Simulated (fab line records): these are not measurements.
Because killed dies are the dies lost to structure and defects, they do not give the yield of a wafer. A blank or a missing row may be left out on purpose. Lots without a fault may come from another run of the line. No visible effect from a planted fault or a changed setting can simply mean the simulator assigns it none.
The same fault as seen by 2 desks + flow nand-harc + each desk has only its own numbers; what lay behind them comes last

## METROLOGY DESK
Lot by lot, what the gauges showed, no matter which tool ran the lot: averages of those sampled wafers that carry a number. The brackets show how far a lot's mean lies from the usual mean; more than 4 standard deviations puts the lot out of limits, marked OUT.
Columns: A = thk-nm at NHARC_A_ONON_D2_THK_MEAS_27, usual 1000 nm; B = thk-nm at NHARC_A_ONON_D2_THK_MEAS_34, usual 199.5 nm
| lot  | first seen here | A    | B     |
|------|-----------------|------|-------|
| L804 | day 13 06:00    | 989  | 199.3 |
| L805 | day 14 01:34    | 1013 | 196.9 |
| L808 | day 14 16:43    | 989  | 199.7 |
| L807 | day 14 22:58    | 990  | 202.8 |
| L816 | day 18 01:53    | 1012 | 197.7 |
| L817 | day 19 00:55    | 1002 | 198.5 |
| L818 | day 19 04:49    | 1006 | 201.1 |
| L819 | day 19 21:10    | 1001 | 199.6 |
| L820 | day 19 21:11    | 1006 | 199.4 |
| L821 | day 20 08:11    | 1004 | 200.4 |
| L823 | day 21 17:33    | 995  | 200.8 |
| L826 | day 22 15:07    | 986  | 201.4 |
This desk's finding: nothing out of limits on any of the 12 lots.

## FOR THE TOOL OWNER'S DESK: ald-sin-batch-01
The tool's own readings at NHARC_A_CHANNEL_FILL_D1_ALD_03 (deposits SiNx, target thk 6 nm, pulse time 60 s, ald cycles 58): means of the sampled wafers that have a number, for each lot that ran on this tool. The brackets show how far a lot's mean lies from the usual mean; more than 4 standard deviations puts the lot out of limits, marked OUT.
Columns: A = precursor-pulse-height-rel at NHARC_A_CHANNEL_FILL_D1_ALD_03, usual 0.999
| lot  | first seen here | A     |
|------|-----------------|-------|
| L805 | day 10 03:01    | 0.989 |
| L808 | day 10 17:04    | 1.002 |
| L807 | day 10 22:58    | 1.017 |
| L826 | day 18 21:31    | 1.005 |
This desk's finding: nothing out of limits on any of the 4 lots.

## TAKEN TOGETHER
At the metrology desk, nothing out of limits was observed.
Nothing out of limits was seen by the tool owner's desk.

## WHAT THE SIMULATOR PUT IN
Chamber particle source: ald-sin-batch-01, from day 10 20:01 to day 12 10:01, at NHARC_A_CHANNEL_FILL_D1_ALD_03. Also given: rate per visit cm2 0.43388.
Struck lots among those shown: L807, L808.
